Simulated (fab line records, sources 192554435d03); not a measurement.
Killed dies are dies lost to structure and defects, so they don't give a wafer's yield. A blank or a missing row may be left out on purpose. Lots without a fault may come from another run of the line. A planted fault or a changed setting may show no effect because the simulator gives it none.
fab line records | flow n5_finfet
record lots=8 wafers=24 last_day=18
route steps=1938 shown PMOS_HMC_CHANNEL_EPI@68 FIN_SAQP@94 FIN_CUT@174 BEOL_M4@1111 PASSIVATION@1936
lots that met no fault: from a run of the same line without faults
start_h: hours from the record's first day to the start of the lot's first wafer shown | wait_h: hours since the lot's step before | " the same as in the row above | L1.1+2: a row that stands for several wafers | - no value, or no start given | * or withheld: withheld | < > ~ a bound
route shown NAME@n: a module of which the file shows steps, and the number in the route of the first | usual: mean/standard deviation of fault-free wafers | same: alike in all rows | chamber/n: place in a boat | sites: the reading at each site | _std_site: their standard deviation | _edge_site: outer sites' mean less inner sites' | radius_mm: how far each site lies from the wafer's centre | mask NAME#n: copy n | behind: the tool/chamber that last shaped the wafer | hold: why the lot was held/for how many hours/how that ended | device: the transistor (n, p or np) that didn't switch | end of line: the same wafers' tests at the end of the route | a step without rows: its recipe alone | killed: dies lost to structure and defects at the first sort, not the wafer's yield | map: a wafer's dies, x killed, . not, _ none there
set.NAME: the setting as run; set.NAME@STEP: as run at that earlier step | model.NAME: the simulator's own value behind a step, which no gauge read
steps of the route over a sample of lots; a table a step, a row a wafer
services: from which hour (start_h, from the record's first day; less than 0 if before it) a tool's chamber was out of use, for how many hours, and why
## steps
# step N5_PMOS_HMC_CHANNEL_EPI_DESCUM_14
# recipe chemistry=O2 time_s=7.9 source_power_w=50 bias_power_w=20 pressure_mtorr=20 rf_frequency_hz=2.712e+07 temp_c=40 resist=CAR-ArF-block o2_flow_sccm=225
# usual chamber_pressure_mTorr=20.000/0.019 drypump_motor_current_A=5.7/0.36 oes_product_au=0.77/0.064 rf_vpp_V=243.8/1.2 showerhead_plenum_p_Torr=2.14/0.067 temp_c=39.99/0.1 throttle_valve_pct=20.49/0.22
# columns lot.wafer tool chamber start_h wait_h chamber_pressure_mTorr drypump_motor_current_A oes_product_au rf_hours_counter_h rf_vpp_V showerhead_plenum_p_Torr temp_c throttle_valve_pct
L960.4 rie_diel-02 1 17.51 0.1 20.007 6.0 0.81 102 243.1 2.10 40.24 19.88
L960.5 " 3 " " 20.005 5.5 0.74 - 244.7 2.18 39.91 20.37
L960.6 " 0 " " 19.993 6.6 0.73 - 242.2 1.99 40.08 20.44
L962.2 rie_diel-06 0 29.25 0.0 20.005 5.3 0.95 13 243.3 2.15 40.05 20.30
L962.3 " 3 " " 20.012 5.7 0.74 184 244.4 2.17 40.06 20.56
L962.6 " 2 " " 20.024 6.1 0.80 - 245.0 2.21 39.92 20.65
L964.1 rie_diel-06 2 43.11 1.3 19.991 6.1 0.81 109 245.4 2.21 40.17 20.65
L964.2 " 1 " " 19.981 5.8 0.74 190 244.3 2.17 39.87 20.67
L964.4 " 3 " " 20.033 5.7 0.75 189 244.6 2.17 40.05 20.55
L970.4 rie_diel-06 3 77.10 0.0 19.959 5.7 0.74 199 246.6 2.16 40.04 20.56
L970.5 " 3 " " 19.979 5.7 0.74 - 244.4 2.16 40.06 20.56
L970.6 " 2 " " 19.989 6.1 0.80 - 245.4 2.21 40.15 20.67
L976.3 rie_diel-02 0 113.22 0.0 20.027 6.5 0.71 199 242.4 1.98 39.95 20.47
L976.4 " 2 " " 19.980 5.1 0.77 132 244.8 2.19 39.90 20.71
L976.5 " 1 " " 19.987 6.0 0.80 - 242.1 2.09 39.98 19.92
L978.3 rie_diel-03 0 127.57 0.0 19.981 5.3 0.81 125 244.9 2.21 39.96 20.45
L978.4 " 1 " " 20.003 5.5 0.71 217 242.6 2.04 39.98 20.30
L978.5 " 2 " " 19.996 5.8 0.71 - 244.2 2.08 40.24 20.71
L982.1 rie_diel-02 1 149.43 0.1 19.957 6.0 0.78 133 243.4 2.09 39.92 19.94
L982.3 " 2 " " 19.974 5.1 0.77 142 243.4 2.19 39.93 20.73
L982.6 " 1 " " 20.000 6.1 0.79 - 242.4 2.09 39.79 19.93
L983.1 rie_diel-03 2 155.37 0.0 20.021 5.8 0.70 241 242.4 2.08 39.96 20.72
L983.2 " 0 " " 19.993 5.3 0.79 132 244.6 2.20 39.97 20.46
L983.4 " 1 " " 19.980 5.5 0.71 224 241.3 2.04 40.02 20.31
# step N5_PMOS_HMC_CHANNEL_EPI_EPI_26
# recipe material=Si target_thk_a=38 temp_c=650 precursor=SiH4/H2 pressure_torr=20 time_s=22.7
# usual throttle_valve_pct=11.45/0.21
# columns lot.wafer tool chamber start_h wait_h throttle_valve_pct
L960.4 epi_rpcvd-02 0 20.64 0.2 11.50
L960.5 " 0 " " 11.41
L960.6 " 0 " " 11.42
L962.2 epi_rpcvd-04 0 32.04 0.1 11.13
L962.3 " 0 " " 11.14
L962.6 " 0 " " 11.14
L964.1 epi_rpcvd-02 0 47.92 2.0 11.33
L964.2 " 0 " " 11.49
L964.4 " 0 " " 11.67
L970.4 epi_rpcvd-03 0 79.62 0.2 11.85
L970.5 " 0 " " 11.56
L970.6 " 0 " " 11.77
L976.3 epi_rpcvd-04 0 115.69 0.1 11.16
L976.4 " 0 " " 11.49
L976.5 " 0 " " 11.30
L978.3 epi_rpcvd-02 0 130.81 0.1 11.45
L978.4 " 0 " " 11.49
L978.5 " 0 " " 11.64
L982.1 epi_rpcvd-04 0 151.80 0.0 11.60
L982.3 " 0 " " 11.11
L982.6 " 0 " " 11.17
L983.1 epi_rpcvd-02 0 157.74 0.0 11.59
L983.2 " 0 " " 11.49
L983.4 " 0 " " 11.64
# step N5_FIN_SAQP_ALD_61
# recipe material=SiO2 target_thk_a=40 temp_c=300 ald_precursor_family=BDEAS ald_co_reactant=O2-plasma pulse_time_s=1 purge_time_s=2 co_reactant_purge_time_s=2 ald_cycles=43 pressure_torr=2
# usual ald_cycles=43/0 heater_power_w=470/35 precursor_pulse_height_rel=0.999/0.019
# same pulse_time_s=1
# columns lot.wafer tool chamber start_h wait_h ald_cycles heater_power_w precursor_pulse_height_rel
L960.4 ald_sin-02 2 21.04 0.0 43 433 1.041
L960.5 " 0 " " 43 457 0.988
L960.6 " 1 " " 43 470 1.013
L962.2 ald_sin-03 1 32.48 0.0 43 437 0.991
L962.3 " 0 " " 43 481 0.964
L962.6 " 1 " " 43 437 1.019
L964.1 ald_sin-02 3 48.54 0.0 43 459 1.013
L964.2 " 0 " " 43 460 1.005
L964.4 " 2 " " 43 444 0.997
L970.4 ald_sin-02 2 80.25 0.3 43 451 1.015
L970.5 " 1 " " 58 487 1.024
L970.6 " 2 " " 43 446 0.998
L976.3 ald_sin-03 0 116.49 0.4 43 485 0.983
L976.4 " 3 " " 43 478 1.000
L976.5 " 2 " " 43 434 0.992
L978.3 ald_sin-01 3 131.20 0.0 43 556 1.036
L978.4 " 2 " " 43 506 1.001
L978.5 " 2 " " 43 505 0.993
L982.1 ald_sin-03 2 152.74 0.5 43 417 1.021
L982.3 " 3 " " 43 476 0.981
L982.6 " 3 " " 43 487 1.001
L983.1 ald_sin-01 1 158.23 0.0 43 463 0.999
L983.2 " 3 " " 43 573 1.022
L983.4 " 2 " " 43 490 0.983
# step N5_FIN_SAQP_HM_DEP_72
# recipe material=SiO2 target_thk_a=120 temp_c=400 precursor=SiH4/N2O pressure_torr=0.75 rf_w=275 time_s=7.2
# usual heater_power_w=791/77 showerhead_plenum_p_Torr=8.08/0.096
# columns lot.wafer tool chamber start_h wait_h heater_power_w showerhead_plenum_p_Torr
L960.4 pecvd-02 1 21.84 0.1 890 8.06
L960.5 " 1 " " 909 8.06
L960.6 " 0 " " 840 8.16
L962.2 pecvd-02 0 33.33 0.0 829 8.17
L962.3 " 1 " " 907 8.06
L962.6 " 1 " " 888 8.05
L964.1 pecvd-02 1 49.36 0.0 863 8.09
L964.2 " 0 " " 851 8.17
L964.4 " 1 " " 877 8.04
L970.4 pecvd-01 2 81.04 0.1 858 7.93
L970.5 " 0 " " 751 8.10
L970.6 " 1 " " 689 7.99
L976.3 pecvd-02 0 117.24 0.0 731 8.18
L976.4 " 2 " " 745 7.95
L976.5 " 0 " " 733 8.17
L978.3 pecvd-01 1 132.01 0.0 772 7.98
L978.4 " 0 " " 742 8.11
L978.5 " 2 " " 828 7.94
L982.1 pecvd-02 0 153.67 0.0 812 8.14
L982.3 " 1 " " 742 8.05
L982.6 " 2 " " 711 7.95
L983.1 pecvd-01 2 159.01 0.0 867 7.95
L983.2 " 0 " " 683 8.09
L983.4 " 0 " " 701 8.12
# step N5_FIN_CUT_CUT_ETCH_27
# recipe chemistry=CHF3/O2 target=SiO2 target_depth_a=40 mask_material=SOC overetch_a=20 time_s=4.9 pressure_mtorr=30 source_w=650 bias_w=170 Ar_flow_sccm=200 CHF3_flow_sccm=50 O2_flow_sccm=5 ion_energy_ev=200
# usual chamber_pressure_mTorr=29.998/0.029 drypump_motor_current_A=5.7/0.37 mfc_ar_sccm=200.0/0.67 oes_product_au=0.60/0.039 rf_vpp_V=520/9.5 showerhead_plenum_p_Torr=2.44/0.07 throttle_valve_pct=18.85/0.2
# columns lot.wafer tool chamber start_h wait_h chamber_pressure_mTorr drypump_motor_current_A mfc_ar_sccm oes_product_au rf_hours_counter_h rf_vpp_V showerhead_plenum_p_Torr throttle_valve_pct
L960.4 rie_diel-02 1 27.49 0.0 29.977 6.0 200.1 0.64 105 534 2.42 18.33
L960.5 " 1 " " 29.989 6.0 199.8 0.63 - 535 2.42 18.33
L960.6 " 2 " " 30.010 5.1 200.0 0.62 - 524 2.53 19.07
L962.2 rie_diel-03 3 39.54 0.0 29.949 5.5 199.2 0.61 148 508 2.40 18.82
L962.3 " 0 " " 30.016 5.3 199.9 0.66 97 520 2.53 18.71
L962.6 " 0 " " 29.982 5.4 199.9 0.66 - 520 2.53 18.74
L964.1 rie_diel-03 3 54.96 0.0 30.003 5.5 200.1 0.60 155 507 2.40 18.82
L964.2 " 2 " " 30.027 5.8 199.9 0.57 213 513 2.37 18.90
L964.4 " 1 " " 29.951 5.5 199.3 0.58 195 521 2.41 18.95
L970.4 rie_diel-03 0 86.92 0.0 30.033 5.3 199.1 0.64 113 522 2.53 18.75
L970.5 " 0 " " 30.020 5.3 200.0 0.76 - 520 2.53 18.77
L970.6 " 3 " " 30.001 5.5 200.4 0.60 - 508 2.40 18.86
L976.3 rie_diel-03 1 123.43 0.0 30.008 5.5 200.0 0.57 216 520 2.40 18.96
L976.4 " 3 " " 30.002 5.6 200.2 0.59 175 507 2.39 18.84
L976.5 " 0 " " 29.983 5.3 199.3 0.63 - 520 2.52 18.77
L978.3 rie_diel-06 2 141.50 0.0 30.008 6.1 202.3 0.61 133 528 2.51 18.98
L978.4 " 0 " " 30.049 5.3 200.2 0.70 43 529 2.46 18.68
L978.5 " 3 " " 29.990 5.7 200.3 0.57 - 506 2.49 19.01
L982.1 rie_diel-02 1 159.96 0.0 30.005 6.0 201.8 0.62 136 535 2.41 18.38
L982.3 " 2 " " 30.014 5.1 199.9 0.60 145 525 2.52 19.13
L982.6 " 3 " " 29.995 5.6 201.4 0.56 - 529 2.48 18.73
L983.1 rie_diel-03 0 165.89 0.0 30.043 5.3 200.6 0.63 134 521 2.52 18.78
L983.2 " 2 " " 30.009 5.8 200.9 0.55 243 513 2.36 18.97
L983.4 " 3 " " 29.979 5.5 199.7 0.58 185 505 2.39 18.87
# step N5_BEOL_M4_RC_MEAS_101
# usual DIBL_N=36.1/1.7 DIBL_P=35.9/2.1 IOFF_N=0.154/0.029 IOFF_P=0.21/0.035 ION_N=673/10 ION_P=463/7.5 SS_N=71.6/0.59 SS_P=73.2/0.69 VT_N=250.5/2.9 VT_P=-250/3.2
# columns lot.wafer tool chamber start_h wait_h DIBL_N[mV/V] DIBL_P[mV/V] IOFF_N[nA/um] IOFF_P[nA/um] ION_N[uA/um] ION_P[uA/um] SS_N[mV/dec] SS_P[mV/dec] VT_N[mV] VT_P[mV]
L960.4 prober-02 0 178.60 0.5 38.7 39.4 0.182 0.26 668 458 72.7 73.5 252.3 -247
L960.5 " 0 " " 37.7 37.9 0.165 0.24 662 454 72.7 73.6 253.9 -247
L960.6 " 0 " " 36.0 37.8 0.146 0.23 661 462 71.7 73.2 252.5 -249
L962.2 prober-01 0 196.40 0.2 35.0 35.2 0.160 0.23 683 467 70.9 73.1 246.9 -249
L962.3 " 0 " " 36.1 37.3 0.185 0.26 693 474 71.6 73.2 248.3 -245
L962.6 " 0 " " 37.3 37.2 0.194 0.26 682 469 71.8 73.5 245.2 -247
L964.1 prober-02 0 206.97 0.0 34.4 34.3 0.115 0.14 653 443 70.9 71.9 253.0 -259
L964.2 " 0 " " 39.7 39.3 0.204 0.20 664 447 72.2 73.8 248.9 -254
L964.4 " 0 " " 37.1 37.0 0.149 0.18 666 453 72.0 73.4 252.5 -256
L970.4 prober-02 0 252.78 0.5 35.3 35.5 0.162 0.23 678 464 71.4 74.0 251.4 -245
L970.5 " 0 " " 35.3 35.3 0.161 0.23 677 464 70.8 73.5 250.4 -248
L970.6 " 0 " " 32.9 32.6 0.119 0.19 666 459 70.7 71.7 253.0 -247
L976.3 prober-02 0 272.77 0.3 37.2 37.7 0.166 0.28 678 480 72.0 73.7 248.9 -243
L976.4 " 0 " " 34.7 34.4 0.118 0.22 651 462 71.1 72.4 253.9 -247
L976.5 " 0 " " 36.0 36.1 0.152 0.25 671 471 70.3 73.1 248.7 -244
L978.3 prober-01 0 298.23 0.3 34.4 35.2 0.130 0.18 676 459 70.9 72.7 253.2 -253
L978.4 " 0 " " 35.6 36.6 0.144 0.20 666 458 71.2 73.3 250.0 -250
L978.5 " 0 " " 34.5 34.1 0.115 0.16 653 452 71.0 72.6 254.2 -252
L982.1 prober-01 0 321.65 0.0 36.1 37.7 0.164 0.21 686 467 72.1 73.4 250.2 -251
L982.3 " 0 " " 35.4 35.9 0.149 0.18 672 458 71.8 72.7 250.4 -250
L982.6 " 0 " " 36.3 37.1 0.156 0.19 677 461 71.9 72.5 249.8 -250
L983.1 prober-02 0 322.26 0.1 36.6 33.7 0.141 0.17 670 458 71.2 73.6 252.5 -254
L983.2 " 0 " " 36.2 33.5 0.131 0.17 669 457 70.7 72.3 253.5 -254
L983.4 " 0 " " 38.7 37.3 0.171 0.21 675 456 71.6 73.7 247.2 -250
# step N5_PASSIVATION_PROBE_49
# usual defect_limited_yield=91.3/1.4 killed_at_M0_to_M3=34/9.2 killed_at_M4_up=13/5.3 killed_at_contacts=12/6 killed_at_front_end=39/12 killed_at_other=4/3.3 killed_dies=102/17 killed_open=67/12 killed_short=34/7.4 sort_bin_5_function=5.1/1 sort_bin_6_memory=3.2/0.6 sort_n_pass=1078/17 sort_yield_pct=91.3/1.4
# same gross_dies=1180 killed_at_back_side=0 sort_bin_4_leakage[%]=0 sort_bin_8_speed[%]=0
# columns lot.wafer tool chamber start_h wait_h defect_limited_yield[%] killed_at_M0_to_M3 killed_at_M4_up killed_at_contacts killed_at_front_end killed_at_other killed_dies killed_open killed_short sort_bin_5_function[%] sort_bin_6_memory[%] sort_n_pass sort_yield_pct[%]
L970.4 prober-01 - 368.93 0.2 92.5 40 10 6 30 3 89 54 35 4.6 2.7 1091 92.5
L970.5 prober-01 - 368.98 0.2 92.1 37 13 6 34 3 93 64 28 4.5 3.2 1087 92.1
L970.6 prober-01 - 369.03 0.3 92.5 32 16 7 31 2 88 55 32 3.8 3.4 1092 92.5
L976.3 prober-02 - 379.95 0.1 90.6 26 22 14 47 2 111 74 30 5.5 3.2 1069 90.6
L976.4 prober-02 - 380.00 0.2 91.5 36 6 21 35 2 100 54 40 3.8 3.4 1080 91.5
L976.5 prober-02 - 380.05 0.2 91.1 15 24 26 35 5 105 69 35 6.5 2.0 1075 91.1
L983.1 prober-01 - 435.23 0.0 94.3 19 19 5 19 5 67 50 16 3.0 2.6 1113 94.3
L983.2 prober-01 - 435.28 0.1 91.3 42 19 7 32 3 103 83 20 5.9 2.6 1077 91.3
L983.4 prober-01 - 435.38 0.2 91.5 41 18 6 29 6 100 64 35 4.8 3.4 1080 91.5
L982.1 prober-01 - 443.16 0.0 89.9 40 9 9 53 8 119 80 39 5.3 4.7 1061 89.9
L982.3 prober-01 - 443.26 0.1 91.7 38 8 6 38 8 98 59 39 5.1 3.0 1082 91.7
L982.6 prober-01 - 443.41 0.3 93.9 19 12 13 27 1 72 45 26 3.0 2.9 1108 93.9
# killed by level:class
L970.4 BEOL_M3:geometric_particle:open=17 FIN_SAQP:geometric_particle:short=10 MOL_CONTACT_COAG:geometric_particle:open=5 BEOL_M0_SAQP:geometric_particle:open=5 GATE_CUT:geometric_particle:short=4 BEOL_M0:geometric_particle:short=4 BEOL_M2:geometric_particle:open=4 BEOL_M3:geometric_particle:short=4
L970.5 BEOL_M3:geometric_particle:open=16 BEOL_M2:geometric_particle:open=8 STI_FIN_REVEAL:geometric_particle:open=6 MOL_CONTACT_COAG:geometric_particle:open=6 STARTING-WAFER:geometric_particle:short=6 BEOL_M4:geometric_particle:open=5 STARTING-WAFER:geometric_particle:open=4 BEOL_M1:geometric_particle:open=4
L970.6 BEOL_M3:geometric_particle:open=9 BEOL_M0_SAQP:geometric_particle:short=8 STI_FIN_REVEAL:geometric_particle:open=6 BEOL_M0_SAQP:geometric_particle:open=6 MOL_CONTACT_COAG:geometric_particle:open=6 GATE_CUT:geometric_particle:short=5 STARTING-WAFER:geometric_particle:open=5 BEOL_M4:geometric_particle:open=4
L976.3 STI_FIN_REVEAL:geometric_particle:open=12 MOL_CONTACT_COAG:geometric_particle:open=12 BEOL_M2:geometric_particle:open=11 BEOL_M4:geometric_particle:open=9 FIN_SAQP:geometric_particle:short=8 HKMG_FIN:area_etch=7 BEOL_M5:geometric_particle:open=6 DUMMY_GATE:geometric_particle:open=5
L976.4 BEOL_M2:geometric_particle:open=18 MOL_CONTACT_COAG:geometric_particle:open=13 FIN_SAQP:geometric_particle:short=9 MOL_CONTACT_COAG:geometric_particle:short=8 BEOL_M0_SAQP:geometric_particle:short=7 DUMMY_GATE:geometric_particle:open=6 HKMG_FIN:area_etch=6 BEOL_M2:geometric_particle:short=5
L976.5 MOL_CONTACT_COAG:geometric_particle:open=20 FIN_SAQP:geometric_particle:open=16 BEOL_M4:geometric_particle:open=8 FIN_SAQP:geometric_particle:short=6 MOL_CONTACT_COAG:geometric_particle:short=6 BEOL_M7:geometric_particle:open=5 BEOL_M4:geometric_particle:short=5 GATE_CUT:geometric_particle:short=3
L983.1 BEOL_M4:geometric_particle:open=11 STI_FIN_REVEAL:geometric_particle:open=7 BEOL_M3:geometric_particle:open=6 DUMMY_GATE:geometric_particle:open=4 MOL_CONTACT_COAG:geometric_particle:open=4 BEOL_M0_SAQP:geometric_particle:short=3 BEOL_M1:geometric_particle:short=3 BEOL_M2:geometric_particle:open=3
L983.2 BEOL_M3:geometric_particle:open=14 STI_FIN_REVEAL:geometric_particle:open=11 BEOL_M4:geometric_particle:open=11 BEOL_M2:geometric_particle:open=9 FIN_SAQP:geometric_particle:open=8 MOL_CONTACT_COAG:geometric_particle:open=7 BEOL_M0_SAQP:geometric_particle:short=5 BEOL_M6:geometric_particle:open=4
L983.4 BEOL_M0_SAQP:geometric_particle:open=11 BEOL_M2:geometric_particle:open=10 BEOL_M0_SAQP:geometric_particle:short=10 STI_FIN_REVEAL:geometric_particle:open=5 BEOL_M1:geometric_particle:open=5 BEOL_M4:geometric_particle:open=5 DUMMY_GATE:geometric_particle:open=4 ILD0:geometric_particle:short=4
L982.1 FIN_SAQP:geometric_particle:open=20 STI_FIN_REVEAL:geometric_particle:open=13 BEOL_M3:geometric_particle:open=10 BEOL_M0_SAQP:geometric_particle:short=9 MOL_CONTACT_COAG:geometric_particle:open=8 BEOL_M0_SAQP:geometric_particle:open=8 GATE_CUT:geometric_particle:short=5 BEOL_M3:geometric_particle:short=5
L982.3 BEOL_M0_SAQP:geometric_particle:short=10 FIN_SAQP:geometric_particle:short=9 FIN_SAQP:geometric_particle:open=8 BEOL_M0_SAQP:geometric_particle:open=7 BEOL_M3:geometric_particle:open=7 STI_FIN_REVEAL:geometric_particle:open=5 MOL_CONTACT_COAG:geometric_particle:open=5 BEOL_M1:geometric_particle:open=5
L982.6 MOL_CONTACT_COAG:geometric_particle:open=10 FIN_SAQP:geometric_particle:short=8 FIN_SAQP:geometric_particle:open=7 BEOL_M5:geometric_particle:open=4 STI_FIN_REVEAL:geometric_particle:open=3 MOL_CONTACT_COAG:geometric_particle:short=3 BEOL_M0:geometric_particle:open=3 BEOL_M1:geometric_particle:short=3
## services
# columns tool chamber start_h hours kind
ald_sin-03 - -5.13 2.1 repair
pecvd-02 1 -2.17 3.9 repair
ald_sin-02 1 6.04 13.4 repair
rie_diel-03 0 18.17 8.1 repair
rie_diel-03 3 21.06 13.6 repair
ald_sin-01 2 28.03 4.9 repair
rie_diel-03 1 31.36 9.3 repair
ald_sin-03 3 38.16 1.4 repair
epi_rpcvd-04 - 42.00 6.0 pm
epi_rpcvd-03 - 44.94 8.1 pm
ald_sin-01 0 45.53 13.5 repair
rie_diel-03 2 51.47 3.0 repair
ald_sin-02 0 53.81 3.1 repair
ald_sin-01 - 60.51 4.3 pm
rie_diel-03 0 60.76 2.5 repair
rie_diel-03 - 70.55 0.5 repair
rie_diel-03 - 75.57 0.7 repair
pecvd-01 - 82.08 5.5 pm
ald_sin-02 - 86.04 14.0 pm
pecvd-01 2 90.13 8.4 repair
rie_diel-02 - 93.02 4.3 pm
rie_diel-06 3 122.88 4.4 repair
pecvd-02 - 144.95 2.8 pm
pecvd-01 1 164.35 20.2 repair
## key
first_sign step=N5_FIN_SAQP_ALD_61 reading=ald_cycles direction=up sigmas=99+ usual=* struck=*
effect step=N5_FIN_CUT_CUT_ETCH_27 reading=oes_product_au direction=up sigmas=4 usual=0.60 struck=0.76
met_at N5_FIN_SAQP_ALD_61
struck_lots L970
struck_wafers L970.5
not_acting_at N5_PMOS_HMC_CHANNEL_EPI_DESCUM_14,N5_PMOS_HMC_CHANNEL_EPI_EPI_26,N5_FIN_SAQP_HM_DEP_72
onset_between 48.54 80.25
fault kind=process_parameter_drift tool=ald_sin-02 chamber=- onset_h=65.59 steps=N5_FIN_SAQP_ALD_61 channel=ald_cycles offset=* shape=step end_h=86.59 scope=struck_wafers_only acts_in=* stated=*
